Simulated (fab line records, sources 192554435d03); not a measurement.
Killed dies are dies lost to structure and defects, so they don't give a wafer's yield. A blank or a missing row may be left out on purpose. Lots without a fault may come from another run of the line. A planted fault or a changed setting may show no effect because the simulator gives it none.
fab line records | flow n5_finfet
record lots=6 wafers=18 last_day=18
route steps=1938 shown MOL_CONTACT_COAG@624 BEOL_M0_SAQP@632 BEOL_M4@1111
lots that met no fault: from a run of the same line without faults
start_h: hours from the record's first day to the start of the lot's first wafer shown | wait_h: hours since the lot's step before | " the same as in the row above | L1.1+2: a row that stands for several wafers | - no value, or no start given | * or withheld: withheld | < > ~ a bound
route shown NAME@n: a module of which the file shows steps, and the number in the route of the first | usual: mean/standard deviation of fault-free wafers | same: alike in all rows | chamber/n: place in a boat | sites: the reading at each site | _std_site: their standard deviation | _edge_site: outer sites' mean less inner sites' | radius_mm: how far each site lies from the wafer's centre | mask NAME#n: copy n | behind: the tool/chamber that last shaped the wafer | hold: why the lot was held/for how many hours/how that ended | device: the transistor (n, p or np) that didn't switch | end of line: the same wafers' tests at the end of the route | a step without rows: its recipe alone | killed: dies lost to structure and defects at the first sort, not the wafer's yield | map: a wafer's dies, x killed, . not, _ none there
set.NAME: the setting as run; set.NAME@STEP: as run at that earlier step | model.NAME: the simulator's own value behind a step, which no gauge read
lots at some steps of the route; a table a step, a row a wafer
services: from which hour (start_h, from the record's first day; less than 0 if before it) a tool's chamber was out of use, for how many hours, and why
## steps
# step N5_MOL_CONTACT_COAG_CVD_140
# recipe material=W target_thk_a=665 mode=selective_fill temp_c=300 time_s=215
# step N5_MOL_CONTACT_COAG_PRECLEAN_127
# recipe chemistry=DIW time_s=57.5 temp_c=23
# step N5_MOL_CONTACT_COAG_SRD_128
# recipe dry_time_s=32 dry=n2_spin spin_rpm=1500
# step N5_MOL_CONTACT_COAG_CMP_52
# recipe stop_on=SiO2 t_overpolish_s=1.5 post_cmp_clean=w_dilute_nh4oh down_force_psi=4 platen_rpm=50.289 pad_velocity_m_s=1.0006 target_thk_nm=66.5
# step N5_MOL_CONTACT_COAG_THK_MEAS_53
# recipe reads=SiO2_of_MOL_CONTACT_COAG_PECVD_31
# usual VIA_MOL_THK=43.9/0.57
# columns lot.wafer tool chamber start_h wait_h VIA_MOL_THK[nm]
L475.2 film_metro-02 - 132.44 - 43.0
L475.3 " - " " 42.9
L475.4 " - " " 44.2
L478.1 film_metro-02 - 151.94 - 43.9
L478.2 " - " " 42.9
L478.3 " - " " 43.7
L483.1 film_metro-02 - 179.94 - 43.4
L483.2 " - " " 43.6
L483.5 " - " " 43.9
L485.2 film_metro-02 - 195.37 - 43.1
L485.3 " - " " 43.3
L485.5 " - " " 43.7
L486.2 film_metro-02 - 199.39 - 42.9
L486.4 " - " " 43.8
L486.5 " - " " 44.0
L493.3 film_metro-01 - 240.02 - 44.0
L493.4 " - " " 43.9
L493.6 " - " " 44.0
# step N5_MOL_CONTACT_COAG_ANNEAL_112
# recipe temp_c=400 time_s=1800 ambient=HPD2 pressure_atm=10
# step N5_MOL_CONTACT_COAG_INSPECT_97
# recipe inspect_instrument=darkfield mode=post_anneal
# usual raw_defect_count=39/15
# columns lot.wafer tool chamber start_h wait_h raw_defect_count
L475.2 defect_inspect-01 - 135.51 0.0 22
L475.3 " - " " 47
L475.4 " - " " 27
L478.1 defect_inspect-01 - 155.01 0.0 38
L478.2 " - " " 75
L478.3 " - " " 36
L483.1 defect_inspect-01 - 183.01 0.0 40
L483.2 " - " " 24
L483.5 " - " " 23
L485.2 defect_inspect-02 - 198.45 0.1 46
L485.3 " - " " 39
L485.5 " - " " 29
L486.2 defect_inspect-02 - 202.46 0.0 15
L486.4 " - " " 21
L486.5 " - " " 47
L493.3 defect_inspect-02 - 243.11 0.1 43
L493.4 " - " " 21
L493.6 " - " " 31
# step N5_BEOL_M0_SAQP_PECVD_00
# recipe material=SiCN target_thk_a=80 temp_c=withheld precursor=3MS/NH3 pressure_torr=3 rf_w=202 time_s=14
# step N5_BEOL_M0_SAQP_ILD_DEP_01
# recipe material=SiOC target_thk_a=454.19 temp_c=350 precursor=DEMS/O2 pressure_torr=5 rf_w=500 time_s=8.7
# step N5_BEOL_M0_SAQP_HM_DEP_02
# recipe material=TiN target_thk_a=120 temp_c=25 chamber_pressure_pa=0.49996
# step N5_BEOL_M0_SAQP_PECVD_03
# recipe material=SiCN target_thk_a=120 temp_c=withheld precursor=3MS/NH3 pressure_torr=3 rf_w=202 time_s=21.1
# step N5_BEOL_M0_SAQP_PECVD_96
# recipe material=a-Si target_thk_a=450 temp_c=350 precursor=SiH4/He pressure_torr=3 rf_w=100 time_s=45.2
# usual chamber_pressure_Torr=3.000/0.0077 heater_power_outer_w=367/45 heater_power_w=627/68 showerhead_plenum_p_Torr=5.63/0.059 throttle_valve_pct=18.0/0.62
# columns lot.wafer tool chamber start_h wait_h chamber_pressure_Torr heater_power_outer_w heater_power_w showerhead_plenum_p_Torr throttle_valve_pct
L475.2 pecvd-03 0 136.73 0.0 3.002 354 583 5.69 18.7
L475.3 " 1 " " 3.008 450 765 5.63 18.1
L475.4 " 1 " " 3.005 442 760 5.62 18.0
L478.1 pecvd-01 1 157.68 0.0 2.993 351 628 5.60 17.9
L478.2 " 2 " " 2.986 312 566 5.63 18.4
L478.3 " 0 " " 3.001 315 542 5.52 18.6
L483.1 pecvd-04 0 186.44 0.0 2.991 348 638 5.77 18.1
L483.2 " 1 " " 2.986 365 605 5.59 17.3
L483.5 " 2 " " 2.989 344 625 5.60 16.7
L485.2 pecvd-03 0 199.76 0.0 - - - - -
L485.3 " 1 " " - - - - -
L485.5 " 1 " " - - - - -
L486.2 pecvd-01 2 204.40 0.0 - - - - -
L486.4 " 1 " " - - - - -
L486.5 " 2 " " - - - - -
L493.3 pecvd-01 1 245.68 0.0 3.002 338 602 5.60 17.8
L493.4 " 0 " " 3.010 371 628 5.52 18.2
L493.6 " 0 " " 3.008 391 632 5.53 18.2
# step N5_BEOL_M0_SAQP_PECVD_97
# recipe material=SiNx target_thk_a=230 temp_c=350 precursor=SiH4/NH3/N2 pressure_torr=1.5 rf_w=300 time_s=19.9
# usual chamber_pressure_Torr=1.500/0.0034 heater_power_outer_w=310/41 heater_power_w=550/65 showerhead_plenum_p_Torr=5.09/0.078 throttle_valve_pct=39.5/1.4
# columns lot.wafer tool chamber start_h wait_h chamber_pressure_Torr heater_power_outer_w heater_power_w showerhead_plenum_p_Torr throttle_valve_pct
L475.2 pecvd-03 0 136.78 0.0 1.506 293 504 5.19 41.0
L475.3 " 1 " " 1.499 370 652 5.08 38.9
L475.4 " 1 " " 1.495 370 643 5.07 38.8
L478.1 pecvd-01 1 157.73 0.0 1.497 263 518 5.04 38.9
L478.2 " 2 " " 1.500 249 478 5.07 40.3
L478.3 " 0 " " 1.499 325 537 4.95 40.4
L483.1 pecvd-04 0 186.49 0.0 1.503 329 597 5.26 38.8
L483.2 " 1 " " 1.504 332 585 5.03 38.3
L483.5 " 2 " " 1.501 268 512 5.06 36.2
L485.2 pecvd-03 0 199.81 0.0 1.495 278 507 5.18 41.3
L485.3 " 1 " " 1.501 385 675 5.09 38.4
L485.5 " 1 " " 1.500 384 666 5.08 38.6
L486.2 pecvd-01 2 204.45 0.0 1.501 255 474 5.08 40.4
L486.4 " 1 " " 1.500 310 551 5.04 39.1
L486.5 " 2 " " 1.502 252 488 5.08 40.7
L493.3 pecvd-01 1 245.74 0.0 1.501 306 564 5.05 38.8
L493.4 " 0 " " 1.499 326 549 4.95 40.2
L493.6 " 0 " " 1.498 261 448 4.95 40.5
# step N5_BEOL_M0_SAQP_PECVD_04
# recipe material=a-Si target_thk_a=600 temp_c=350 precursor=SiH4/He pressure_torr=3 rf_w=100 time_s=60.2
# step N5_BEOL_M0_SAQP_THK_MEAS_05
# usual thk_nm=60.4/0.66
# columns lot.wafer tool chamber start_h wait_h thk_nm
L475.2 film_metro-02 - 136.91 0.1 60.0
L475.3 " - " " 60.1
L475.4 " - " " 60.7
L478.1 film_metro-01 - 157.88 0.1 59.4
L478.2 " - " " 59.7
L478.3 " - " " 60.4
L483.1 film_metro-02 - 186.62 0.1 59.5
L483.2 " - " " 60.3
L483.5 " - " " 60.5
L485.2 film_metro-01 - 199.94 0.1 60.7
L485.3 " - " " 61.0
L485.5 " - " " 60.6
L486.2 film_metro-02 - 204.58 0.1 59.3
L486.4 " - " " 60.5
L486.5 " - " " 61.0
L493.3 film_metro-01 - 245.91 0.1 61.4
L493.4 " - " " 61.1
L493.6 " - " " 61.1
# step N5_BEOL_M0_SAQP_HM_DEP_111
# recipe material=SiO2 target_thk_a=120 temp_c=400 precursor=SiH4/N2O pressure_torr=0.75 rf_w=275 time_s=7.2
# usual heater_power_w=756/67 showerhead_plenum_p_Torr=8.05/0.18
# columns lot.wafer tool chamber start_h wait_h heater_power_w showerhead_plenum_p_Torr
L475.2 pecvd-04 2 136.95 0.0 754 7.98
L475.3 " 1 " " 727 7.92
L475.4 " 2 " " 752 7.98
L478.1 pecvd-03 0 157.91 0.0 621 8.19
L478.2 " 2 " " 739 8.15
L478.3 " 2 " " 749 8.13
L483.1 pecvd-03 1 186.66 0.0 949 8.04
L483.2 " 2 " " 710 8.15
L483.5 " 2 " " 721 8.15
L485.2 pecvd-03 2 199.98 0.0 722 8.15
L485.3 " 0 " " 674 8.20
L485.5 " 2 " " 734 8.14
L486.2 pecvd-03 1 204.62 0.0 843 8.04
L486.4 " 0 " " 631 8.20
L486.5 " 0 " " 637 8.23
L493.3 pecvd-04 2 245.95 0.0 689 7.98
L493.4 " 0 " " 847 8.39
L493.6 " 2 " " 677 7.98
# step N5_BEOL_M0_SAQP_COAT_81
# recipe resist=SOC temp_c=250 time_s=60 spin_rpm=1500 resist_thk_nm=100
# step N5_BEOL_M0_SAQP_COAT_82
# recipe resist=SiARC temp_c=220 time_s=60 spin_rpm=1500 resist_thk_nm=30
# step N5_BEOL_M0_SAQP_COAT_08
# recipe resist=CAR-ArF spin_rpm=1500 resist_thk_nm=90
# step N5_BEOL_M0_SAQP_EBR_10
# recipe solvent=PGMEA ebr_width_mm=1.5
# step N5_BEOL_M0_SAQP_SOFTBAKE_09
# recipe temp_c=110 time_s=60 resist=CAR-ArF
# step N5_BEOL_M0_SAQP_EXPOSE_11
# recipe mask_id=M0_CORE na=1.35 source_shape=dipole sigma_inner=0.538 sigma_outer=0.738 polarization=te target_cd_nm=42 dose_mj=55
# step N5_BEOL_M0_SAQP_PEB_12
# recipe peb_temp_c=withheld peb_time_s=60 resist=CAR-ArF
# step N5_BEOL_M0_SAQP_DEVELOP_13
# recipe develop_time_s=30 developer=TMAH resist=CAR-ArF dev_temp_c=23 rinse_liquid=diw dry=air_spin
# step N5_BEOL_M0_SAQP_CD_MEAS_14
# recipe target_cd_nm=42.5 landing_energy_ev=500 detector=se_inlens
# usual cd_nm=42.5/0.34
# columns lot.wafer tool chamber start_h wait_h cd_nm
L475.2 cd_sem-01 0 137.42 - 42.5
L475.3 " 0 " " 42.4
L475.4 " 0 " " 42.4
L478.1 cd_sem-03 0 158.38 - 42.4
L478.2 " 0 " " 42.6
L478.3 " 0 " " 42.0
L483.1 cd_sem-03 0 186.99 - 42.2
L483.2 " 0 " " 42.4
L483.5 " 0 " " 42.6
L485.2 cd_sem-03 0 200.43 - 42.6
L485.3 " 0 " " 42.9
L485.5 " 0 " " 42.6
L486.2 cd_sem-02 0 204.97 - 42.2
L486.4 " 0 " " 42.7
L486.5 " 0 " " 42.2
L493.3 cd_sem-01 0 246.27 - 42.9
L493.4 " 0 " " 42.6
L493.6 " 0 " " 42.4
# step N5_BEOL_M0_SAQP_OVL_MEAS_15
# recipe points_per_wafer=44
# usual M0_CORE_OVL=-0.2/0.74
# columns lot.wafer tool chamber start_h wait_h M0_CORE_OVL[nm]
L475.2 overlay-02 0 137.45 0.0 -1.2
L475.3 " 0 " " -0.4
L475.4 " 0 " " -1.6
L478.1 overlay-02 0 158.41 0.0 -0.1
L478.2 " 0 " " 0.2
L478.3 " 0 " " -0.3
L483.1 overlay-02 0 187.02 0.0 1.0
L483.2 " 0 " " 0.1
L483.5 " 0 " " 0.1
L485.2 overlay-02 0 200.46 0.0 -0.1
L485.3 " 0 " " 1.8
L485.5 " 0 " " 0.0
L486.2 overlay-02 0 205.00 0.0 -0.3
L486.4 " 0 " " 0.7
L486.5 " 0 " " 0.8
L493.3 overlay-01 0 246.30 0.0 -0.5
L493.4 " 0 " " 1.7
L493.6 " 0 " " 0.4
# step N5_BEOL_M0_SAQP_INSPECT_16
# recipe mode=adi inspect_instrument=brightfield
# usual raw_defect_count=489/140
# columns lot.wafer tool chamber start_h wait_h raw_defect_count
L475.2 defect_inspect-01 - 137.47 0.0 315
L475.3 " - " " 329
L475.4 " - " " 449
L478.1 defect_inspect-01 - 158.44 0.0 456
L478.2 " - " " 431
L478.3 " - " " 343
L483.1 defect_inspect-02 - 187.05 0.0 777
L483.2 " - " " 490
L483.5 " - " " 571
L485.2 defect_inspect-02 - 200.48 0.0 353
L485.3 " - " " 388
L485.5 " - " " 640
L486.2 defect_inspect-02 - 205.02 0.0 678
L486.4 " - " " 654
L486.5 " - " " 904
L493.3 defect_inspect-01 - 246.32 0.0 481
L493.4 " - " " 382
L493.6 " - " " 408
# step N5_BEOL_M0_SAQP_DESCUM_19
# recipe chemistry=O2 time_s=7.9 source_power_w=50 bias_power_w=20 pressure_mtorr=20 rf_frequency_hz=2.712e+07 temp_c=40 resist=CAR-ArF o2_flow_sccm=225
# usual drypump_motor_current_A=5.5/0.44 oes_product_au=0.79/0.08 rf_vpp_V=243.2/1.2 showerhead_plenum_p_Torr=2.10/0.062 throttle_valve_pct=20.39/0.15
# columns lot.wafer tool chamber start_h wait_h drypump_motor_current_A oes_product_au rf_hours_counter_h rf_vpp_V showerhead_plenum_p_Torr throttle_valve_pct
L475.2 rie_diel-05 3 137.61 0.1 5.8 0.76 131 242.8 2.10 20.47
L475.3 " 0 " " 4.7 0.70 209 244.1 2.17 20.54
L475.4 " 0 " " 4.7 0.71 - 243.9 2.17 20.56
L478.1 rie_diel-04 3 158.47 0.0 5.2 0.73 162 243.5 2.18 20.62
L478.2 " 1 " " 4.9 0.88 49 245.4 2.21 20.42
L478.3 " 2 " " 5.3 0.96 9 241.8 2.05 20.04
L483.1 rie_diel-05 1 187.08 0.0 5.8 0.73 170 241.8 2.00 20.27
L483.2 " 0 " " 4.8 0.70 224 245.6 2.16 20.57
L483.5 " 3 " " 5.9 0.74 - 242.6 2.10 20.50
L485.2 rie_diel-03 1 200.51 0.0 5.3 0.71 211 243.5 2.16 20.53
L485.3 " 3 " " 6.2 0.81 76 240.6 2.03 20.35
L485.5 " 0 " " 5.5 0.74 - 243.0 2.08 20.28
L486.2 rie_diel-03 0 205.36 0.3 5.6 0.74 184 241.6 2.08 20.28
L486.4 " 1 " " 5.3 0.71 213 244.7 2.16 20.53
L486.5 " 2 " " 5.4 0.91 - 242.9 2.05 20.38
L493.3 rie_diel-04 0 246.36 0.0 5.7 0.73 187 244.3 2.08 20.49
L493.4 " 1 " " 4.9 0.84 76 244.7 2.20 20.48
L493.6 " 0 " " 5.6 0.74 - 242.7 2.08 20.47
# step N5_BEOL_M0_SAQP_ETCH_83
# recipe chemistry=CF4 target=SiARC target_depth_a=390 mask_material=CAR-ArF time_s=65 ion_energy_ev=80 pressure_mtorr=40 source_w=545 bias_w=36 Ar_flow_sccm=100 cf4_flow_sccm=100 ends=cleared
# usual drypump_motor_current_A=5.5/0.44 etch_rf_on_time_s=65.0/1 oes_product_au=0.67/0.068 rf_vpp_V=184.2/1.1 showerhead_plenum_p_Torr=2.15/0.06 throttle_valve_pct=15.58/0.14
# columns lot.wafer tool chamber start_h wait_h drypump_motor_current_A etch_rf_on_time_s oes_product_au rf_hours_counter_h rf_vpp_V showerhead_plenum_p_Torr throttle_valve_pct
L475.2 rie_diel-05 3 137.64 0.0 5.8 66.0 0.64 131 182.5 2.15 15.59
L475.3 " 0 " " 4.7 67.1 0.60 209 183.8 2.20 15.72
L475.4 " 0 " " 4.7 65.3 0.61 - 185.3 2.20 15.71
L478.1 rie_diel-04 3 158.51 0.0 5.2 66.7 0.62 162 185.3 2.23 15.84
L478.2 " 1 " " 4.8 62.6 0.76 49 185.8 2.27 15.59
L478.3 " 2 " " 5.3 64.6 0.82 9 183.4 2.11 15.27
L483.1 rie_diel-05 1 187.12 0.0 5.8 65.9 0.63 170 182.2 2.06 15.48
L483.2 " 0 " " 4.8 66.1 0.59 224 185.0 2.20 15.75
L483.5 " 3 " " 5.8 65.9 0.64 - 184.0 2.14 15.63
L485.2 rie_diel-03 1 200.55 0.0 5.3 64.4 0.61 211 183.5 2.21 15.77
L485.3 " 3 " " 6.2 63.4 0.70 76 184.0 2.08 15.54
L485.5 " 0 " " 5.6 64.4 0.65 - 182.9 2.13 15.52
L486.2 rie_diel-03 0 205.40 0.0 5.6 64.1 0.64 184 183.6 2.13 15.52
L486.4 " 1 " " 5.3 64.8 0.61 213 184.6 2.21 15.78
L486.5 " 2 " " 5.4 64.1 0.79 - 183.9 2.10 15.47
L493.3 rie_diel-04 0 246.39 0.0 5.7 66.4 0.63 187 184.1 2.13 15.66
L493.4 " 1 " " 4.9 63.9 0.72 76 186.3 2.26 15.66
L493.6 " 0 " " 5.6 65.9 0.63 - 183.6 2.13 15.66
# step N5_BEOL_M0_SAQP_ETCH_84
# recipe chemistry=N2/H2 target=SOC target_depth_a=1000 overetch_a=200 mask_material=SiARC temp_c=40 time_s=150 ion_energy_ev=200 pressure_mtorr=30 source_w=840 bias_w=150 n2_flow_sccm=200 h2_flow_sccm=200
# step N5_BEOL_M0_SAQP_STRIP_80
# recipe chemistry=N2/H2 temp_c=40 n2_flow_sccm=200 h2_flow_sccm=200 rf_frequency_hz=6e+07
# step N5_BEOL_M0_SAQP_HM_OPEN_112
# recipe chemistry=CHF3/O2 target=SiO2 stop_on=a-Si target_depth_a=120 over_etch_frac=1.25 mask_material=SOC time_s=13.5 pressure_mtorr=30 source_w=650 bias_w=170 Ar_flow_sccm=200 CHF3_flow_sccm=50 O2_flow_sccm=5 ion_energy_ev=200 ends=end_point
# step N5_BEOL_M0_SAQP_STRIP_113
# recipe chemistry=CHF3/O2 resist=SiARC rf_frequency_hz=6e+07
# step N5_BEOL_M0_SAQP_MANDREL_ETCH_20
# recipe target_depth_a=600 chemistry=HBr/Cl2 target=a-Si stop_on=SiNx bt_time_s=10 mask_material=SOC over_etch_frac=0.5 time_s=30 pressure_mtorr=10 icp_w=800 bias_w=75 HBr_flow_sccm=150 Cl2_flow_sccm=80 ends=end_point
# step N5_BEOL_M0_SAQP_STRIP_86
# recipe chemistry=N2/H2 power_w=500 temp_c=40 pressure_mtorr=50 rf_frequency_hz=6e+07 overash_fraction=0.3 bias_power_w=28 h2_frac=0.5 n2_flow_sccm=300 h2_flow_sccm=300
# step N5_BEOL_M0_SAQP_STRIP_115
# recipe chemistry=post_etch_residue_remover time_s=60 temp_c=25 remover_ph=withheld remover_water_wt_pct=withheld remover_fluoride_wt_pct=withheld
# step N5_BEOL_M0_SAQP_SRD_93
# recipe dry=ipa_marangoni time_s=30 temp_c=23 rinse_liquid=diw
# step N5_BEOL_M0_SAQP_RECESS_114
# recipe chemistry=HF/NH3 target=SiO2 target_depth_a=144 afs_cycles=3 temp_c=30 sublimation_temp_c=180 sublimation_time_s=60
# step N5_BEOL_M0_SAQP_SPACER1_ALD_98
# recipe material=SiO2 target_thk_a=128 temp_c=300 ald_precursor_family=BDEAS ald_co_reactant=O2-plasma pulse_time_s=1 purge_time_s=2 co_reactant_purge_time_s=2 ald_cycles=138 pressure_torr=2
# usual heater_power_w=471/49 precursor_pulse_height_rel=0.999/0.02
# columns lot.wafer tool chamber start_h wait_h heater_power_w precursor_pulse_height_rel
L475.2 ald_sin-01 2 138.84 0.5 444 0.979
L475.3 " 1 " " 468 0.992
L475.4 " 3 " " 530 0.996
L478.1 ald_sin-01 3 159.40 0.3 520 1.016
L478.2 " 2 " " 442 1.011
L478.3 " 1 " " 477 1.008
L483.1 ald_sin-03 1 189.44 1.7 469 0.960
L483.2 " 2 " " 494 0.993
L483.5 " 1 " " 471 0.980
L485.2 ald_sin-01 1 202.34 1.2 460 0.990
L485.3 " 2 " " 428 0.984
L485.5 " 1 " " 467 0.999
L486.2 ald_sin-03 0 207.59 1.5 451 1.018
L486.4 " 3 " " 484 0.955
L486.5 " 0 " " 470 1.015
L493.3 ald_sin-01 2 247.78 0.5 449 1.008
L493.4 " 3 " " 536 1.002
L493.6 " 3 " " 542 1.029
# step N5_BEOL_M0_SAQP_SPACER1_ETCHBACK_99
# recipe chemistry=CHF3/O2 mode=anisotropic_etchback target=SiO2 target_depth_a=154 time_s=7.7 pressure_mtorr=30 source_w=650 bias_w=170 Ar_flow_sccm=200 CHF3_flow_sccm=50 O2_flow_sccm=5 ion_energy_ev=200
# step N5_BEOL_M0_SAQP_MANDREL1_REMOVE_100
# recipe chemistry=HBr/Cl2/O2 bt_time_s=10 target=a-Si stop_on=SiNx endpoint=OES-SiCl over_etch_frac=0.85 icp_w=600 bias_w=30 HBr_flow_sccm=150 Cl2_flow_sccm=80 O2_flow_sccm=5 pressure_mtorr=10
# step N5_BEOL_M0_SAQP_MANDREL_ETCH_103
# recipe chemistry=HBr/Cl2 target=a-Si target_depth_a=450 bt_time_s=10 stop_on=SiCN mask_material=SiO2 over_etch_frac=0.8 time_s=27 pressure_mtorr=10 icp_w=800 bias_w=75 HBr_flow_sccm=150 Cl2_flow_sccm=80 ends=end_point
# usual drypump_motor_current_A=5.79/0.26 oes_product_au=0.684/0.014 throttle_valve_pct=35.5/0.3
# same bt_time_s=10
# columns lot.wafer tool chamber start_h wait_h drypump_motor_current_A oes_product_au rf_hours_counter_h throttle_valve_pct model.etch.depth_nm
L475.2 rie_si-02 2 139.70 0.0 5.83 0.675 33 35.9 44.76
L475.3 " 3 " " 6.25 0.678 13 35.9 44.89
L475.4 " 0 " " 5.82 0.676 4 35.1 45.9
L478.1 rie_si-02 1 160.25 0.0 5.82 0.692 101 36.0 44.81
L478.2 " 0 " " 5.82 0.664 4 35.1 44.35
L478.3 " 3 " " 6.26 0.671 13 35.9 44.14
L483.1 rie_si-01 0 190.29 0.0 5.56 0.696 20 35.5 44.19
L483.2 " 3 " " 6.18 0.689 138 35.3 44.59
L483.5 " 0 " " 5.59 0.699 - 35.5 44.74
L485.2 rie_si-03 3 203.23 0.0 6.05 0.292 136 36.5 0
L485.3 " 0 " " 5.43 0.281 141 36.4 0
L485.5 " 1 " " 5.62 0.294 - 36.0 0
L486.2 rie_si-03 2 208.54 0.0 5.83 0.293 58 36.2 0
L486.4 " 1 " " 5.60 0.291 130 36.0 0
L486.5 " 0 " " 5.40 0.280 - 36.4 0
L493.3 rie_si-02 2 248.63 0.0 5.86 0.670 35 35.9 44.3
L493.4 " 3 " " 6.22 0.667 14 35.9 44.19
L493.6 " 0 " " 5.82 0.653 - 35.1 43.98
# step N5_BEOL_M0_SAQP_MANDREL2_REMOVE_110
# recipe chemistry=HBr/Cl2/O2 bt_time_s=10 target=a-Si stop_on=SiCN endpoint=OES-SiCl over_etch_frac=1 icp_w=600 bias_w=30 HBr_flow_sccm=150 Cl2_flow_sccm=80 O2_flow_sccm=5 pressure_mtorr=10
# usual drypump_motor_current_A=5.79/0.26 oes_product_au=1.002/0.019 throttle_valve_pct=36.8/0.3
# same bt_time_s=10
# columns lot.wafer tool chamber start_h wait_h drypump_motor_current_A oes_product_au rf_hours_counter_h throttle_valve_pct model.BEOL_M0_SAQP.cd_nm
L475.2 rie_si-01 0 141.17 0.1 5.58 1.016 19 36.7 15
L475.3 " 1 " " 5.64 1.022 7 36.8 15
L475.4 " 2 " " 5.41 1.006 - 37.0 15
L478.1 rie_si-03 0 161.83 0.1 5.42 0.976 140 36.8 15
L478.2 " 2 " " 5.83 1.005 57 36.6 15
L478.3 " 1 " " 5.61 1.031 129 36.4 14.8
L483.1 rie_si-02 3 191.76 0.1 6.23 0.976 13 37.2 15
L483.2 " 2 " " 5.83 0.988 34 37.2 15
L483.5 " 0 " " 5.82 0.970 - 36.4 15
L485.2 rie_si-02 0 204.76 0.1 5.82 0.970 5 36.4 12.4
L485.3 " 1 " " 5.85 1.003 102 37.2 12.6
L485.5 " 3 " " 6.23 0.981 - 37.2 12.6
L486.2 rie_si-03 0 212.13 0.1 5.40 0.979 141 36.8 12.8
L486.4 " 2 " " 5.82 1.003 58 36.6 12.8
L486.5 " 0 " " 5.40 0.974 - 36.8 12.8
L493.3 rie_si-03 3 250.40 0.1 6.09 1.026 136 36.8 15
L493.4 " 1 " " 5.62 1.022 131 36.4 15
L493.6 " 2 " " 5.83 1.004 - 36.6 15
# step N5_BEOL_M0_SAQP_CD_MEAS_29
# recipe target_cd_nm=14.4 landing_energy_ev=1000 detector=se_inlens
# usual cd_nm=15.01/0.22
# columns lot.wafer tool chamber start_h wait_h cd_nm
L475.2 cd_sem-03 0 141.28 0.1 14.85
L475.3 " 0 " " 15.31
L475.4 " 0 " " 14.98
L478.1 cd_sem-01 0 161.94 0.1 15.08
L478.2 " 0 " " 14.92
L478.3 " 0 " " 14.73
L483.1 cd_sem-01 0 191.87 0.1 15.17
L483.2 " 0 " " 14.84
L483.5 " 0 " " 15.46
L485.2 cd_sem-01 0 204.88 0.1 -
L485.3 " 0 " " -
L485.5 " 0 " " -
L486.2 cd_sem-03 0 212.25 0.1 -
L486.4 " 0 " " -
L486.5 " 0 " " -
L493.3 cd_sem-02 0 250.52 0.1 15.22
L493.4 " 0 " " 14.93
L493.6 " 0 " " 15.19
# step N5_BEOL_M4_RC_MEAS_101
# usual DIBL_N=36.4/1.5 DIBL_P=35.8/1.7 IOFF_N=0.154/0.022 IOFF_P=0.21/0.031 ION_N=672/8.8 ION_P=462/7.2 SS_N=71.5/0.53 SS_P=73.2/0.62 VT_N=250.4/2.5 VT_P=-250/3.5
# columns lot.wafer tool chamber start_h wait_h DIBL_N[mV/V] DIBL_P[mV/V] IOFF_N[nA/um] IOFF_P[nA/um] ION_N[uA/um] ION_P[uA/um] SS_N[mV/dec] SS_P[mV/dec] VT_N[mV] VT_P[mV]
L475.2 prober-02 0 205.52 0.2 33.6 32.8 0.124 0.20 673 475 70.7 72.4 251.4 -246
L475.3 " 0 " " 34.8 34.0 0.140 0.21 662 461 71.3 73.2 252.0 -248
L475.4 " 0 " " 34.2 34.0 0.140 0.21 668 469 71.1 73.1 247.1 -247
L483.1 prober-02 0 246.41 0.0 38.1 38.6 0.175 0.24 675 466 72.3 74.4 248.7 -248
L483.2 " 0 " " 37.5 37.0 0.164 0.23 673 463 71.5 73.9 248.7 -249
L483.5 " 0 " " 38.5 38.3 0.174 0.25 674 467 71.3 74.1 249.4 -247
L478.1 prober-01 0 247.20 0.3 35.6 36.0 0.133 0.20 662 460 70.8 72.4 251.3 -251
L478.2 " 0 " " 37.7 38.7 0.170 0.24 681 467 71.4 73.5 247.1 -245
L478.3 " 0 " " 36.6 36.6 0.144 0.21 660 456 71.2 72.2 253.3 -249
L493.3 prober-02 0 322.91 0.3 34.8 33.2 0.115 0.17 662 454 70.1 72.4 254.0 -251
L493.4 " 0 " " 34.5 33.1 0.119 0.17 668 463 70.5 72.8 251.2 -253
L493.6 " 0 " " 35.1 33.4 0.122 0.17 657 461 70.2 72.3 253.7 -251
## services
# columns tool chamber start_h hours kind
ald_sin-01 - 115.62 6.5 repair
rie_si-03 - 122.54 2.1 repair
pecvd-04 0 133.69 5.0 scheduled_down
rie_diel-05 2 133.74 16.1 repair
rie_si-01 3 136.63 5.2 repair
rie_si-03 2 138.79 3.0 repair
ald_sin-01 1 145.65 7.3 repair
pecvd-03 1 155.97 5.5 scheduled_down
rie_diel-04 3 177.55 5.5 repair
ald_sin-01 - 178.16 14.0 pm
ald_sin-01 0 178.16 14.0 vent_cycle
rie_si-01 0 190.41 3.0 repair
pecvd-04 1 191.46 8.1 repair
rie_diel-03 2 191.94 6.5 repair
pecvd-01 - 197.48 6.0 pm
pecvd-03 2 202.40 - clean
pecvd-03 2 202.40 - consumable_replace:showerhead
pecvd-03 2 202.40 29.0 scheduled_down
pecvd-03 2 202.40 29.0 vent_cycle
rie_diel-05 - 203.16 0.3 repair
rie_diel-04 0 208.33 7.4 repair
pecvd-01 2 240.72 - clean
pecvd-01 2 240.72 29.5 scheduled_down
pecvd-01 2 240.72 29.5 vent_cycle
## key
first_sign step=N5_BEOL_M0_SAQP_PECVD_96 reading=tool_record direction=missing
effect step=N5_BEOL_M0_SAQP_MANDREL_ETCH_103 reading=oes_product_au direction=down sigmas=28 usual=0.684 struck=0.288
effect step=N5_BEOL_M0_SAQP_CD_MEAS_29 reading=cd_nm direction=missing
model_effect step=N5_BEOL_M0_SAQP_MANDREL_ETCH_103 value=etch.depth_nm without=44.37 struck=0
model_effect step=N5_BEOL_M0_SAQP_MANDREL2_REMOVE_110 value=BEOL_M0_SAQP.cd_nm without=15 struck=12.67
met_at N5_BEOL_M0_SAQP_PECVD_96
struck_wafers L485.2,L485.3,L485.5,L486.2,L486.4,L486.5
later_rows_left_out L485.2,L485.3,L485.5,L486.2,L486.4,L486.5
sort_left_out L485.2,L485.3,L485.5,L486.2,L486.4,L486.5
onset_between 157.68 199.76
fault kind=skipped_step_whole tool=pecvd-01,pecvd-03 chamber=- onset_h=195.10 steps=N5_BEOL_M0_SAQP_PECVD_96 scope=struck_lots_only
# sort_left_out: the simulated sort isn't trusted on such a fault, so these wafers' sort isn't shown, and their yield isn't known
# later_rows_left_out: the simulator's readings of these wafers behind a module that went badly wrong aren't trusted and aren't shown, but for the sort
